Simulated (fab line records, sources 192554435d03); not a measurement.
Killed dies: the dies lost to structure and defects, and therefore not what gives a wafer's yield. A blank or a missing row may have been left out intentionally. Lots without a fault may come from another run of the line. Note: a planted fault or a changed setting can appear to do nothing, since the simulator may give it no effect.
Chamber matching :: flow n5 finfet :: N5_BEOL_M11_DEP_56 on pecvd-04: 3 sister chambers
The step deposits SiCN from 3MS/NH3, target thk 30 nm, time 10.5 s. 3 wafers are shown with their chamber, then 8 later ones without.

EACH WAFER AND ITS CHAMBER
wafer: L091.1
chamber: 2
throttle valve pct (%): 18.3

wafer: L091.4
chamber: 0
throttle valve pct (%): 18.8

wafer: L094.2
chamber: 1
throttle valve pct (%): 20.3

WAFERS WITHOUT THEIR CHAMBER
wafer: L094.5
throttle valve pct (%): 18.7

wafer: L094.6
throttle valve pct (%): 20.1

wafer: L093.1
throttle valve pct (%): 18.9

wafer: L093.4
throttle valve pct (%): 18.4

wafer: L093.5
throttle valve pct (%): 18.7

wafer: L096.4
throttle valve pct (%): 18.8

wafer: L096.5
throttle valve pct (%): 20.1

wafer: L096.6
throttle valve pct (%): 18.2

CHAMBER TAKEN BY EACH
wafer: L094.5
from the rows above: 0
in truth: 0

wafer: L094.6
from the rows above: 1
in truth: 1

wafer: L093.1
from the rows above: 0
in truth: 0

wafer: L093.4
from the rows above: 2
in truth: 2

wafer: L093.5
from the rows above: 0
in truth: 0

wafer: L096.4
from the rows above: 0
in truth: 0

wafer: L096.5
from the rows above: 1
in truth: 1

wafer: L096.6
from the rows above: 2
in truth: 2
Correctly placed: 8 of 8. Not placeable from these rows: 0. Wrongly placed: 0.
How it was worked out, from the rows above alone: a wafer's distance from a chamber is the root of the sum, over the readings, of the square of ((its reading less the chamber's mean) divided by the reading's scatter). If the next closest chamber is less than 2 further off than the closest, the wafer can't be placed; otherwise it belongs to the closest. Each chamber's mean is taken over the wafers shown for it. The scatter (one wafer shown for each chamber): square how far every hidden wafer sits from the nearest shown wafer, average those squares and take the square root.
